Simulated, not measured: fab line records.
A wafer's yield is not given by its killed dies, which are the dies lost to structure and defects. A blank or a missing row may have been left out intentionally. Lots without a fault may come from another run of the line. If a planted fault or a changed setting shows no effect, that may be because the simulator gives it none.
Chamber matching -- flow n5_finfet -- pecvd-01 running N5_PMOS_HMC_CHANNEL_EPI_HM_DEP_34: 3 sister chambers
The step deposits SiO2 from TEOS/O2, target thk 36 nm, time 6.9 s. 6 wafers are shown with their chamber, then 7 later ones without.

WAFERS WITH THEIR CHAMBER
wafer,chamber,throttle_valve_pct (%),showerhead_plenum_p_Torr (Torr)
L080.1,2,19.5,8.31
L088.1,1,19.6,8.33
L088.2,0,18.4,8.27
L088.3,2,19.6,8.30
L093.2,0,18.4,8.25
L093.3,1,19.4,8.32

WAFERS WITHOUT THEIR CHAMBER
wafer,throttle_valve_pct (%),showerhead_plenum_p_Torr (Torr)
L093.6,19.4,8.32
L094.1,18.4,8.26
L094.2,19.5,8.32
L094.4,19.5,8.33
L097.2,18.4,8.28
L097.3,19.7,8.35
L097.6,18.5,8.26

CHAMBER TAKEN BY EACH
wafer,from the rows above,in truth
L093.6,can't be placed: 1 or 2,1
L094.1,0,0
L094.2,can't be placed: 1 or 2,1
L094.4,1,1
L097.2,0,0
L097.3,can't be placed: 1 or 2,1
L097.6,0,0
4 of 7 placed correctly. From these rows, 3 cannot be placed; in 3 the true chamber is one of the candidates. Placed wrongly: 0.
How it was worked out, from the rows above alone: a wafer's distance from a chamber is the root of the sum, over the readings, of the square of ((its reading less the chamber's mean) divided by the reading's scatter). The wafer belongs to the nearest chamber; if the next one is less than 2 further off, it can't be placed. A chamber's mean is the mean of its shown wafers. The scatter: the root of (the sum of the squares of (reading less its chamber's mean) over the shown wafers, divided by (wafers less chambers)).
